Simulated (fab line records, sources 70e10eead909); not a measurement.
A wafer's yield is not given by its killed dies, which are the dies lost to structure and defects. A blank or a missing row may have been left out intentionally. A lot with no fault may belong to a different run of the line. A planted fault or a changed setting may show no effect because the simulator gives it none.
fab line records	flow nand-harc
record: lots: 24	wafers: 72	last-day: 25
route steps=1159 shown A_STAIRCASE@741 A_WL_FILL@833 A_CONTACT@868
lots with no fault: from the same line, run without faults
start-h: hours from the record's opening day to when the first of the lot's shown wafers began	wait-h: time in hours since the lot's previous step	" unchanged from the row above	L1.1+2: a row that stands for several wafers	- no value, or no start was given	* or withheld: withheld	< > ~ a bound
route shown NAME@n: names a module that has steps shown in the file, with the first one's number in the route	usual: mean/standard deviation of fault-free wafers	same: alike in all rows	chamber/n: place in a boat	sites: per-site readings	_std_site: standard deviation of those values	_edge_site: the outer-site mean with the inner-site mean subtracted	radius-mm: how far each site lies from the wafer's centre	mask NAME#n: copy n	behind: the last tool/chamber to shape the wafer	hold: the reason the lot was held/the length of the hold in hours/how it ended	device: which transistor (n, p or np) failed to switch	end of line: tests run on the same wafers once the route is complete	where a step has no rows: the recipe by itself	killed: at the first sort, the dies lost to defects and structure; wafer yield is something else	map: dies across one wafer; x = killed, . = not, _ = none there
set.NAME: the setting that was run; set.NAME@STEP: the one run at that earlier step	model.NAME: the simulator's own value behind a step, which no gauge read
a sample of lots followed through the steps of the route, with each step as a table and each wafer as a row
services: a tool's chamber out of use, with start hour (start-h, from the record's first day; less than 0 if before it), hours out, and reason
== steps ==
step: NHARC_A_STAIRCASE_STRIP_475
recipe: time-s: 20	o2-flow-sccm: 500	ar-flow-sccm: 0	bias-w: 0	chemistry: O2
usual: drypump-motor-current-A: 5.8/0.46	o2-flow-sccm: 500.1/1.4	oes-product-au: 0.999/0.011	rf-vpp-V: 57.7/0.85	showerhead-plenum-p-Torr: 3.49/0.11	throttle-valve-pct: 17.037/0.0088
lot.wafer	tool	chamber	start-h	wait-h	drypump-motor-current-A	o2-flow-sccm	oes-product-au	rf-hours-counter-h	rf-vpp-V	showerhead-plenum-p-Torr	throttle-valve-pct
L075.2	rie-diel-08	0	-	-	6.1	498.0	0.990	3	56.3	3.34	17.052
L075.4	"	2	"	"	5.9	503.9	0.992	2	57.2	3.63	17.043
L075.3	"	3	"	"	5.3	501.7	0.994	2	57.3	3.62	17.052
L074.3	rie-diel-08	0	-	-	6.1	498.9	1.005	3	56.7	3.34	17.043
L074.2	"	1	"	"	5.0	500.5	0.986	3	56.9	3.43	17.035
L074.1	"	2	"	"	5.9	499.0	1.000	2	59.4	3.63	17.025
L078.2	rie-diel-01	0	-	-	6.6	497.2	1.003	0	58.3	3.44	17.042
L078.6	"	1	"	"	5.7	499.2	1.007	-	59.2	3.62	17.053
L078.5	"	2	"	"	5.9	501.0	1.001	-	57.5	3.47	17.036
L077.1	rie-diel-02	0	-	-	5.1	500.1	1.010	63	58.9	3.53	17.047
L077.3	"	1	"	"	6.0	501.4	0.995	62	57.4	3.64	17.047
L077.4	"	2	"	"	5.9	502.6	0.990	62	57.9	3.38	17.040
L076.2	rie-diel-08	3	332.32	0.4	5.3	498.7	1.009	14	57.1	3.61	17.037
L076.6	"	3	"	"	5.3	501.9	1.005	-	58.3	3.61	17.039
L076.5	"	2	"	"	5.9	501.2	1.002	-	58.4	3.62	17.034
L079.1	rie-diel-08	2	336.38	0.3	5.9	501.2	0.995	16	58.3	3.62	17.037
L079.4	"	3	"	"	5.3	500.4	1.003	-	59.3	3.61	17.049
L079.6	"	0	"	"	6.1	499.8	1.003	-	57.7	3.34	17.037
L081.2	rie-diel-01	2	-	-	5.9	502.7	0.980	15	57.7	3.47	17.046
L081.1	"	3	"	"	5.5	497.9	0.972	15	57.6	3.32	17.041
L081.5	"	3	"	"	5.5	499.9	0.972	-	58.6	3.32	17.036
L080.1	rie-diel-08	0	-	-	6.1	499.3	1.010	21	56.5	3.33	17.031
L080.6	"	1	"	"	5.1	498.9	0.998	-	57.4	3.42	17.034
L080.5	"	2	"	"	5.9	501.3	1.013	-	57.9	3.61	17.040
L084.4	rie-diel-02	0	358.69	0.3	5.1	501.7	0.994	6	58.1	3.53	17.041
L084.5	"	2	"	"	5.9	500.5	0.983	-	58.7	3.37	17.032
L084.6	"	3	"	"	6.2	501.4	1.011	-	57.4	3.52	17.025
L083.1	rie-diel-01	3	-	-	5.5	501.4	0.983	18	57.0	3.32	17.025
L083.2	"	0	"	"	6.6	500.7	1.001	18	57.8	3.43	17.032
L083.5	"	1	"	"	5.8	502.3	1.012	-	58.1	3.61	17.055
L082.2	rie-diel-02	1	-	-	6.0	498.8	0.996	10	57.6	3.63	17.047
L082.1	"	2	"	"	5.9	500.3	1.001	9	58.5	3.37	17.034
L082.5	"	1	"	"	6.0	501.7	0.999	-	58.9	3.63	17.020
L087.3	rie-diel-01	2	-	-	5.9	499.9	0.998	25	58.2	3.46	17.049
L087.1	"	3	"	"	5.5	499.6	0.988	27	54.8	3.32	17.036
L087.5	"	1	"	"	5.8	500.7	1.024	-	58.2	3.60	17.026
L088.1	rie-diel-01	2	-	-	5.9	496.3	0.995	25	57.8	3.46	17.046
L088.4	"	3	"	"	5.5	502.2	0.978	27	58.6	3.32	17.040
L088.5	"	1	"	"	5.8	500.0	1.007	-	59.1	3.60	17.036
L086.1	rie-diel-02	3	-	-	6.2	497.7	1.003	19	58.2	3.51	17.038
L086.2	"	0	"	"	5.1	498.6	1.003	19	58.5	3.52	17.045
L086.6	"	3	"	"	6.2	500.6	0.998	-	58.4	3.51	17.035
L085.4	rie-diel-02	1	-	-	6.0	499.7	1.003	22	57.8	3.62	17.039
L085.1	"	3	"	"	6.2	499.8	0.997	19	58.8	3.51	17.033
L085.6	"	1	"	"	6.0	501.8	1.010	-	56.9	3.62	17.053
L092.1	rie-diel-02	0	-	-	5.1	499.3	0.996	21	58.6	3.52	17.039
L092.2	"	1	"	"	6.0	500.4	0.993	26	57.9	3.62	17.034
L092.6	"	0	"	"	5.1	499.3	0.987	-	57.9	3.52	17.038
L091.2	rie-diel-08	0	-	-	6.1	499.9	0.994	40	58.5	3.32	17.043
L091.1	"	1	"	"	5.0	500.8	1.002	44	56.8	3.41	17.023
L091.3	"	3	"	"	5.3	500.2	0.993	45	58.3	3.59	17.038
L090.4	rie-diel-02	3	-	-	6.2	496.5	1.003	22	57.6	3.51	17.051
L090.1	"	2	"	"	5.9	501.7	0.982	24	58.2	3.37	17.031
L090.6	"	3	"	"	6.2	497.3	1.004	-	57.8	3.51	17.034
L089.3	rie-diel-02	3	-	-	6.2	498.3	1.002	22	58.5	3.51	17.027
L089.1	"	2	"	"	5.9	498.7	0.977	24	57.5	3.37	17.034
L089.6	"	0	"	"	5.0	500.0	0.990	-	57.8	3.52	17.036
L095.3	rie-diel-01	1	-	-	5.7	501.0	1.009	39	58.3	3.60	17.039
L095.4	"	3	"	"	5.5	498.7	0.981	42	57.6	3.31	17.025
L095.5	"	1	"	"	5.7	499.4	1.015	-	57.5	3.60	17.048
L096.2	rie-diel-08	0	-	-	6.1	499.2	0.996	49	57.9	3.31	17.056
L096.1	"	2	"	"	5.9	500.3	0.994	51	59.3	3.60	17.044
L096.6	"	1	"	"	5.0	498.5	0.972	-	57.4	3.41	17.042
L094.2	rie-diel-01	0	-	-	6.6	500.8	1.002	42	57.2	3.42	17.026
L094.4	"	1	"	"	5.7	500.0	1.018	39	56.9	3.59	17.043
L094.5	"	1	"	"	5.8	500.1	1.015	-	57.7	3.59	17.025
L093.3	rie-diel-01	2	-	-	5.9	503.1	1.003	40	57.1	3.45	17.033
L093.1	"	3	"	"	5.5	500.1	0.984	43	56.6	3.31	17.016
L093.6	"	1	"	"	5.7	499.8	1.008	-	57.4	3.60	17.033
L097.3	rie-diel-08	2	-	-	5.9	498.3	0.992	59	57.0	3.59	17.044
L097.4	"	3	"	"	5.3	500.9	0.991	60	57.8	3.59	17.051
L097.6	"	1	"	"	5.0	502.9	0.984	-	57.4	3.40	17.048
step: NHARC_A_WL_FILL_CVD_20
recipe: target-thk-a: 750	temp-c: 300	pressure-torr: 40	wf6-flow-sccm: 40	h2-flow-sccm: 1600	ar-flow-sccm: 1560	time-s: 5064	material: W
usual: heater-power-w: 499/81	mfc-wf6-sccm: 39.99/0.12	throttle-valve-pct: 7.8/0.48
lot.wafer	tool	chamber	start-h	wait-h	heater-power-w	mfc-wf6-sccm	throttle-valve-pct
L074.2	cvd-w-01	1	-	-	573	39.96	8.4
L074.1	"	0	"	"	487	40.02	7.5
L074.3	"	1	"	"	577	39.83	8.5
L075.2	cvd-w-02	0	-	-	382	40.06	7.7
L075.3	"	1	"	"	578	40.09	7.5
L075.4	"	0	"	"	385	40.14	8.1
L077.1	cvd-w-01	1	-	-	563	40.08	8.6
L077.3	"	0	"	"	494	40.04	7.4
L077.4	"	1	"	"	565	39.99	8.6
L078.2	cvd-w-02	1	-	-	583	39.92	7.2
L078.6	"	0	"	"	380	39.86	7.8
L078.5	"	1	"	"	576	39.90	7.8
L079.1	cvd-w-01	1	-	-	563	40.08	8.4
L079.4	"	0	"	"	502	39.89	7.6
L079.6	"	0	"	"	488	40.00	7.6
L076.2	cvd-w-02	0	-	-	372	40.07	7.7
L076.5	"	0	"	"	384	39.93	7.7
L076.6	"	1	"	"	568	40.17	7.3
L081.1	cvd-w-01	0	-	-	489	40.08	7.6
L081.2	"	1	"	"	556	39.96	8.4
L081.5	"	0	"	"	493	39.98	7.5
L084.4	cvd-w-02	1	-	-	567	40.26	7.3
L084.6	"	0	"	"	369	39.77	7.8
L084.5	"	1	"	"	573	40.07	7.3
L080.1	cvd-w-01	0	-	-	492	39.94	7.6
L080.5	"	1	"	"	566	39.99	8.4
L080.6	"	0	"	"	501	40.07	7.6
L082.2	cvd-w-02	0	-	-	372	39.95	7.6
L082.1	"	1	"	"	567	40.06	7.3
L082.5	"	0	"	"	374	39.92	7.8
L083.1	cvd-w-01	0	-	-	511	39.80	7.6
L083.2	"	1	"	"	563	39.98	8.4
L083.5	"	0	"	"	502	39.92	7.7
L088.1	cvd-w-02	1	-	-	565	39.85	7.3
L088.4	"	0	"	"	368	40.13	7.3
L088.5	"	1	"	"	563	39.84	7.3
L087.1	cvd-w-01	1	-	-	562	40.04	8.7
L087.3	"	0	"	"	493	39.97	7.9
L087.5	"	1	"	"	586	40.04	8.6
L086.1	cvd-w-02	1	-	-	585	40.25	7.6
L086.2	"	0	"	"	375	39.99	7.5
L086.6	"	0	"	"	366	40.04	7.6
L085.1	cvd-w-01	0	-	-	502	39.96	7.5
L085.4	"	0	"	"	482	40.13	7.8
L085.6	"	1	"	"	560	39.94	8.6
L091.2	cvd-w-02	0	-	-	377	40.05	7.5
L091.1	"	1	"	"	571	40.00	7.2
L091.3	"	0	"	"	379	39.87	7.7
L090.1	cvd-w-01	0	-	-	501	39.76	7.3
L090.4	"	1	"	"	563	39.92	8.7
L090.6	"	1	"	"	563	39.94	8.8
L092.2	cvd-w-01	1	-	-	567	40.00	8.7
L092.1	"	0	"	"	494	40.05	7.2
L092.6	"	0	"	"	501	40.00	7.9
L089.1	cvd-w-02	0	-	-	381	39.83	7.8
L089.3	"	0	"	"	374	40.22	7.6
L089.6	"	1	"	"	573	39.96	7.4
L094.2	cvd-w-02	1	-	-	586	39.82	7.6
L094.4	"	1	"	"	575	39.61	7.1
L094.5	"	1	"	"	579	39.88	7.5
L095.3	cvd-w-02	0	-	-	370	39.89	7.6
L095.4	"	1	"	"	562	40.10	7.2
L095.5	"	1	"	"	577	40.03	7.6
L096.1	cvd-w-02	0	-	-	377	39.92	7.7
L096.2	"	1	"	"	590	40.18	7.3
L096.6	"	1	"	"	582	39.89	7.3
L093.1	cvd-w-01	0	-	-	506	39.98	7.4
L093.3	"	0	"	"	522	40.03	7.6
L093.6	"	1	"	"	527	40.27	8.2
L097.4	cvd-w-02	0	-	-	373	40.03	7.6
L097.3	"	1	"	"	567	39.88	7.1
L097.6	"	1	"	"	563	40.04	7.5
step: NHARC_A_CONTACT_ETCH_117
recipe: source-w: withheld	pressure-mtorr: 20	bias-v: 3000	time-s: 94	target-depth-a: 9220	ar-flow-sccm: withheld	c4f8-flow-sccm: withheld	o2-flow-sccm: withheld	chemistry: C4F8/O2/Ar
lot.wafer	tool	chamber	start-h	wait-h	rf-hours-counter-h
L075.2	har-cap-etch-01	1	376.24	0.1	57
L075.4	"	0	"	"	-
L075.3	"	1	"	"	-
L074.2	har-cap-etch-02	1	377.23	0.1	11
L074.1	"	0	"	"	11
L074.3	"	1	"	"	-
L077.1	har-cap-etch-03	0	380.63	0.1	88
L077.4	"	1	"	"	-
L077.3	"	0	"	"	-
L078.2	har-cap-etch-01	0	381.41	0.1	58
L078.6	"	0	"	"	-
L078.5	"	1	"	"	-
L079.1	har-cap-etch-01	1	400.43	0.1	62
L079.4	"	0	"	"	-
L079.6	"	0	"	"	-
L076.2	har-cap-etch-02	1	400.95	0.1	15
L076.5	"	0	"	"	-
L076.6	"	1	"	"	-
L084.4	har-cap-etch-02	1	411.00	0.1	-
L084.5	"	0	"	"	-
L084.6	"	1	"	"	-
L081.2	har-cap-etch-03	0	411.14	0.1	93
L081.1	"	1	"	"	93
L081.5	"	0	"	"	-
L080.1	har-cap-etch-03	0	416.41	0.1	94
L080.6	"	0	"	"	-
L080.5	"	1	"	"	-
L083.1	har-cap-etch-01	1	426.32	0.1	66
L083.2	"	0	"	"	66
L083.5	"	0	"	"	-
L082.1	har-cap-etch-03	1	427.88	0.1	97
L082.2	"	0	"	"	97
L082.5	"	0	"	"	-
L088.1	har-cap-etch-01	0	440.79	0.1	69
L088.4	"	1	"	"	-
L088.5	"	1	"	"	-
L087.1	har-cap-etch-03	1	441.30	0.1	99
L087.3	"	1	"	"	-
L087.5	"	1	"	"	-
L086.1	har-cap-etch-02	0	454.24	0.1	22
L086.2	"	1	"	"	22
L086.6	"	0	"	"	-
L085.1	har-cap-etch-01	1	454.96	0.1	72
L085.4	"	1	"	"	-
L085.6	"	0	"	"	-
L090.1	har-cap-etch-02	0	465.47	0.1	24
L090.4	"	1	"	"	-
L090.6	"	0	"	"	-
L091.1	har-cap-etch-03	0	465.75	0.1	104
L091.2	"	1	"	"	104
L091.3	"	1	"	"	-
L092.1	har-cap-etch-02	0	470.86	0.1	26
L092.2	"	1	"	"	26
L092.6	"	1	"	"	-
L089.1	har-cap-etch-03	1	476.73	0.1	106
L089.3	"	0	"	"	-
L089.6	"	0	"	"	-
L094.2	har-cap-etch-03	0	492.06	0.1	108
L094.4	"	1	"	"	-
L094.5	"	1	"	"	-
L095.3	har-cap-etch-02	0	496.20	0.1	-
L095.4	"	1	"	"	-
L095.5	"	0	"	"	-
L096.1	har-cap-etch-03	1	500.99	0.1	109
L096.2	"	0	"	"	109
L096.6	"	0	"	"	-
L093.1	har-cap-etch-02	1	501.45	0.1	31
L093.3	"	0	"	"	-
L093.6	"	0	"	"	-
L097.4	har-cap-etch-01	0	509.17	0.1	-
L097.3	"	1	"	"	-
L097.6	"	0	"	"	-
step: NHARC_A_CONTACT_ETCH_120
recipe: source-w: withheld	pressure-mtorr: 20	bias-v: 3000	time-s: 94	target-depth-a: 9220	ar-flow-sccm: withheld	c4f8-flow-sccm: withheld	o2-flow-sccm: withheld	chemistry: C4F8/O2/Ar
lot.wafer	tool	chamber	start-h	wait-h	rf-hours-counter-h
L075.2	har-cap-etch-01	1	376.51	0.1	57
L075.4	"	0	"	"	-
L075.3	"	1	"	"	-
L074.2	har-cap-etch-02	1	377.59	0.1	11
L074.1	"	0	"	"	11
L074.3	"	1	"	"	-
L077.1	har-cap-etch-03	0	380.90	0.1	88
L077.4	"	1	"	"	-
L077.3	"	0	"	"	-
L078.2	har-cap-etch-01	0	381.68	0.1	58
L078.6	"	0	"	"	-
L078.5	"	1	"	"	-
L079.1	har-cap-etch-01	1	400.70	0.1	62
L079.4	"	0	"	"	-
L079.6	"	0	"	"	-
L076.2	har-cap-etch-02	1	401.22	0.1	15
L076.5	"	0	"	"	-
L076.6	"	1	"	"	-
L084.4	har-cap-etch-02	1	411.27	0.1	-
L084.5	"	0	"	"	-
L084.6	"	1	"	"	-
L081.2	har-cap-etch-03	0	411.41	0.1	93
L081.1	"	1	"	"	93
L081.5	"	0	"	"	-
L080.1	har-cap-etch-03	0	416.69	0.1	95
L080.6	"	0	"	"	-
L080.5	"	1	"	"	-
L083.1	har-cap-etch-01	1	426.59	0.1	66
L083.2	"	0	"	"	66
L083.5	"	0	"	"	-
L082.1	har-cap-etch-03	1	428.15	0.1	97
L082.2	"	0	"	"	97
L082.5	"	0	"	"	-
L088.1	har-cap-etch-01	0	441.07	0.1	70
L088.4	"	1	"	"	-
L088.5	"	1	"	"	-
L087.1	har-cap-etch-03	1	441.57	0.1	100
L087.3	"	1	"	"	-
L087.5	"	1	"	"	-
L086.1	har-cap-etch-02	0	454.51	0.1	23
L086.2	"	1	"	"	23
L086.6	"	0	"	"	-
L085.1	har-cap-etch-01	1	455.24	0.1	72
L085.4	"	1	"	"	-
L085.6	"	0	"	"	-
L090.1	har-cap-etch-02	0	465.74	0.1	25
L090.4	"	1	"	"	-
L090.6	"	0	"	"	-
L091.1	har-cap-etch-03	0	466.02	0.1	104
L091.2	"	1	"	"	104
L091.3	"	1	"	"	-
L092.1	har-cap-etch-02	0	471.13	0.1	26
L092.2	"	1	"	"	26
L092.6	"	1	"	"	-
L089.1	har-cap-etch-03	1	477.00	0.1	106
L089.3	"	0	"	"	-
L089.6	"	0	"	"	-
L094.2	har-cap-etch-03	0	492.33	0.1	108
L094.4	"	1	"	"	-
L094.5	"	1	"	"	-
L095.3	har-cap-etch-02	0	496.48	0.1	-
L095.4	"	1	"	"	-
L095.5	"	0	"	"	-
L096.1	har-cap-etch-03	1	501.26	0.1	109
L096.2	"	0	"	"	109
L096.6	"	0	"	"	-
L093.1	har-cap-etch-02	1	501.72	0.1	31
L093.3	"	0	"	"	-
L093.6	"	0	"	"	-
L097.4	har-cap-etch-01	0	509.53	0.1	-
L097.3	"	1	"	"	-
L097.6	"	0	"	"	-
step: NHARC_A_CONTACT_CD_MEAS_53
usual: cd-nm: 190.0/0.8
lot.wafer	tool	chamber	start-h	wait-h	cd-nm
L075.2	cd-sem-03	-	377.62	-	190.7
L075.3	"	-	"	"	189.9
L075.4	"	-	"	"	190.9
L074.1	cd-sem-01	-	378.93	-	190.2
L074.2	"	-	"	"	190.1
L074.3	"	-	"	"	191.2
L077.1	cd-sem-01	-	382.28	-	190.1
L077.3	"	-	"	"	190.9
L077.4	"	-	"	"	190.2
L078.2	cd-sem-02	-	382.88	-	189.1
L078.5	"	-	"	"	189.5
L078.6	"	-	"	"	189.7
L079.1	cd-sem-03	-	401.82	-	191.4
L079.4	"	-	"	"	189.3
L079.6	"	-	"	"	190.2
L076.2	cd-sem-03	-	402.30	-	188.5
L076.5	"	-	"	"	189.6
L076.6	"	-	"	"	189.1
L084.4	cd-sem-02	-	412.37	-	189.5
L084.5	"	-	"	"	190.7
L084.6	"	-	"	"	190.2
L081.1	cd-sem-01	-	412.57	-	189.0
L081.2	"	-	"	"	188.9
L081.5	"	-	"	"	189.6
L080.1	cd-sem-03	-	417.79	-	188.8
L080.5	"	-	"	"	189.0
L080.6	"	-	"	"	189.2
L083.1	cd-sem-01	-	427.68	-	190.3
L083.2	"	-	"	"	191.3
L083.5	"	-	"	"	191.1
L082.1	cd-sem-01	-	429.26	-	190.4
L082.2	"	-	"	"	189.8
L082.5	"	-	"	"	190.0
L088.1	cd-sem-03	-	442.15	-	191.0
L088.4	"	-	"	"	192.3
L088.5	"	-	"	"	190.7
L087.1	cd-sem-03	-	442.65	-	189.2
L087.3	"	-	"	"	190.3
L087.5	"	-	"	"	190.5
L086.1	cd-sem-01	-	455.61	-	190.6
L086.2	"	-	"	"	190.4
L086.6	"	-	"	"	190.9
L085.1	cd-sem-02	-	456.37	-	191.0
L085.4	"	-	"	"	190.6
L085.6	"	-	"	"	191.1
L090.1	cd-sem-03	-	466.84	-	189.6
L090.4	"	-	"	"	189.9
L090.6	"	-	"	"	189.2
L091.1	cd-sem-03	-	467.13	-	189.5
L091.2	"	-	"	"	190.5
L091.3	"	-	"	"	189.9
L092.1	cd-sem-02	-	472.22	-	189.7
L092.2	"	-	"	"	189.3
L092.6	"	-	"	"	189.7
L089.1	cd-sem-01	-	478.08	-	189.8
L089.3	"	-	"	"	189.3
L089.6	"	-	"	"	189.7
L094.2	cd-sem-02	-	493.49	-	189.3
L094.4	"	-	"	"	188.8
L094.5	"	-	"	"	190.0
L095.3	cd-sem-02	-	497.60	-	191.7
L095.4	"	-	"	"	190.8
L095.5	"	-	"	"	190.5
L096.1	cd-sem-01	-	502.36	-	188.6
L096.2	"	-	"	"	189.7
L096.6	"	-	"	"	188.5
L093.1	cd-sem-02	-	502.80	-	189.2
L093.3	"	-	"	"	188.8
L093.6	"	-	"	"	190.0
L097.3	cd-sem-02	-	510.78	-	189.5
L097.4	"	-	"	"	190.4
L097.6	"	-	"	"	188.8
step: NHARC_A_CONTACT_ETCH_75
recipe: target-depth-a: 390	over-etch-frac: 0.3	time-s: 65	ion-energy-ev: 80	cf4-flow-sccm: 150	ar-flow-sccm: 0	rf-w: 300	bias-w: 100	chemistry: CF4
usual: drypump-motor-current-A: 5.8/0.34	oes-product-au: 0.998/0.015	rf-vpp-V: 151.2/1.1	showerhead-plenum-p-Torr: 1.75/0.046	throttle-valve-pct: 13.284/0.0098
lot.wafer	tool	chamber	start-h	wait-h	drypump-motor-current-A	oes-product-au	rf-hours-counter-h	rf-vpp-V	showerhead-plenum-p-Torr	throttle-valve-pct
L075.3	rie-diel-05	2	381.75	0.1	6.1	0.979	7	150.9	1.72	13.286
L075.2	"	0	"	"	5.9	0.994	7	151.1	1.78	13.296
L075.4	"	1	"	"	5.8	1.025	-	149.5	1.73	13.277
L074.1	rie-diel-02	3	383.39	0.2	6.2	1.000	17	152.1	1.76	13.300
L074.2	"	1	"	"	6.0	0.986	17	151.7	1.82	13.277
L074.3	"	2	"	"	5.9	0.996	15	149.8	1.69	13.281
L077.1	rie-diel-05	0	386.53	0.1	5.9	0.991	8	151.9	1.78	13.296
L077.3	"	1	"	"	5.8	1.013	8	150.8	1.73	13.281
L077.4	"	2	"	"	6.1	0.957	-	150.0	1.72	13.283
L078.2	rie-diel-02	0	386.92	0.1	5.1	1.002	16	151.4	1.77	13.300
L078.6	"	0	"	"	5.0	0.997	-	151.5	1.77	13.276
L078.5	"	1	"	"	6.0	0.986	-	152.3	1.82	13.277
L079.1	rie-diel-05	2	405.75	0.1	6.1	0.970	11	150.1	1.72	13.300
L079.4	"	3	"	"	5.7	1.026	2	152.5	1.81	13.279
L079.6	"	1	"	"	5.8	1.015	-	150.2	1.73	13.281
L076.2	rie-diel-08	1	406.00	0.1	5.1	0.994	44	150.1	1.71	13.289
L076.5	"	3	"	"	5.3	0.997	-	151.7	1.80	13.292
L076.6	"	0	"	"	6.1	1.004	-	149.3	1.66	13.284
L084.4	rie-diel-05	0	416.17	0.1	5.9	1.006	13	152.9	1.78	13.286
L084.5	"	1	"	"	5.8	1.002	-	149.5	1.73	13.293
L084.6	"	2	"	"	6.2	0.969	-	150.7	1.72	13.278
L081.1	rie-diel-08	3	416.36	0.1	5.3	0.995	50	152.2	1.80	13.296
L081.2	"	0	"	"	6.1	1.009	45	150.3	1.66	13.291
L081.5	"	3	"	"	5.3	0.995	-	151.6	1.80	13.270
L080.1	rie-diel-08	3	424.15	0.5	5.3	0.995	52	152.0	1.80	13.290
L080.6	"	2	"	"	5.9	0.998	-	153.2	1.80	13.271
L080.5	"	3	"	"	5.3	0.988	-	150.5	1.80	13.273
L083.1	rie-diel-05	0	431.38	0.1	5.9	1.000	15	151.1	1.78	13.278
L083.2	"	1	"	"	5.8	1.010	15	152.5	1.73	13.299
L083.5	"	3	"	"	5.7	1.035	-	151.9	1.81	13.287
L082.1	rie-diel-08	3	433.16	0.1	5.3	1.005	55	152.7	1.80	13.302
L082.2	"	0	"	"	6.1	1.006	51	150.3	1.66	13.266
L082.5	"	0	"	"	6.1	1.015	-	150.5	1.66	13.296
L088.1	rie-diel-05	0	445.92	0.1	5.9	0.994	17	152.9	1.78	13.280
L088.4	"	1	"	"	5.8	1.006	16	151.0	1.72	13.285
L088.5	"	0	"	"	5.9	0.991	-	152.5	1.78	13.278
L087.1	rie-diel-05	0	446.36	0.1	5.9	0.990	17	151.0	1.78	13.282
L087.3	"	2	"	"	6.1	0.977	17	149.8	1.72	13.274
L087.5	"	3	"	"	5.7	1.033	-	152.0	1.81	13.269
L086.2	rie-diel-05	1	459.34	0.1	5.8	1.023	19	151.0	1.72	13.297
L086.1	"	2	"	"	6.1	0.987	20	150.8	1.72	13.292
L086.6	"	1	"	"	5.8	1.015	-	150.2	1.72	13.286
L085.4	rie-diel-05	0	461.55	0.1	5.9	0.991	20	151.9	1.78	13.277
L085.1	"	3	"	"	5.7	1.022	12	153.0	1.81	13.290
L085.6	"	1	"	"	5.8	1.023	-	150.6	1.72	13.286
L090.1	rie-diel-02	2	472.10	0.1	5.9	1.000	48	150.4	1.68	13.279
L090.4	"	3	"	"	6.2	1.007	44	153.4	1.75	13.285
L090.6	"	1	"	"	6.0	1.007	-	152.2	1.81	13.290
L091.3	rie-diel-02	1	472.55	0.1	6.0	1.002	51	150.9	1.81	13.291
L091.1	"	3	"	"	6.2	1.002	44	151.1	1.75	13.277
L091.2	"	0	"	"	5.0	0.984	45	152.2	1.76	13.268
L092.2	rie-diel-05	1	476.55	0.1	5.8	1.012	23	149.8	1.72	13.282
L092.1	"	3	"	"	5.7	1.014	14	153.1	1.80	13.286
L092.6	"	1	"	"	5.8	1.027	-	149.9	1.72	13.282
L089.1	rie-diel-05	1	481.78	0.1	5.8	1.006	24	149.1	1.72	13.274
L089.3	"	0	"	"	6.0	0.993	24	151.0	1.78	13.305
L089.6	"	1	"	"	5.8	1.015	-	151.1	1.72	13.286
L094.2	rie-diel-02	1	497.74	0.1	6.0	0.990	58	151.2	1.81	13.296
L094.4	"	0	"	"	5.1	0.977	52	151.0	1.76	13.286
L094.5	"	1	"	"	6.0	1.003	-	152.6	1.81	13.289
L095.3	rie-diel-02	1	501.36	0.1	6.0	0.989	60	151.2	1.80	13.282
L095.4	"	3	"	"	6.1	1.007	55	151.3	1.75	13.283
L095.5	"	2	"	"	5.9	0.983	-	149.2	1.68	13.274
L096.1	rie-diel-08	2	506.46	0.1	5.9	0.994	8	152.4	1.80	13.293
L096.2	"	1	"	"	5.0	0.987	8	149.9	1.70	13.289
L096.6	"	1	"	"	5.0	0.989	-	151.7	1.70	13.264
L093.3	rie-diel-08	3	508.22	0.1	5.3	0.985	10	152.5	1.79	13.275
L093.1	"	0	"	"	6.1	0.988	8	149.3	1.65	13.275
L093.6	"	0	"	"	6.1	0.996	-	151.1	1.65	13.282
L097.4	rie-diel-05	0	514.52	0.1	5.9	0.981	30	151.7	1.78	13.293
L097.3	"	1	"	"	5.8	1.010	31	150.7	1.72	13.273
L097.6	"	3	"	"	5.7	1.000	-	152.8	1.80	13.279
== services ==
tool	chamber	start-h	hours	kind
cvd-w-01	-	292.69	13.0	pm
rie-diel-08	-	301.82	9.0	pm
har-cap-etch-02	-	302.88	0.9	repair
har-cap-etch-02	-	305.00	17.0	pm
cvd-w-01	0	310.63	6.4	repair
rie-diel-05	0	312.01	2.6	repair
rie-diel-05	1	314.27	4.9	repair
rie-diel-08	0	318.40	14.4	repair
rie-diel-02	-	328.58	9.0	pm
har-cap-etch-03	-	329.66	0.6	repair
rie-diel-08	1	331.54	11.2	repair
cvd-w-01	1	336.77	7.6	repair
rie-diel-02	0	337.94	7.0	repair
rie-diel-05	-	340.90	9.0	pm
cvd-w-02	-	376.66	13.0	pm
rie-diel-02	3	384.07	6.7	repair
rie-diel-02	0	446.67	2.1	repair
cvd-w-01	-	476.31	13.0	pm
rie-diel-08	-	478.82	9.0	pm
rie-diel-05	0	492.03	5.2	repair
har-cap-etch-03	-	497.84	0.4	repair
rie-diel-08	0	503.22	3.3	repair
rie-diel-02	-	505.58	9.0	pm
rie-diel-08	-	509.28	0.1	repair
== key ==
fault none
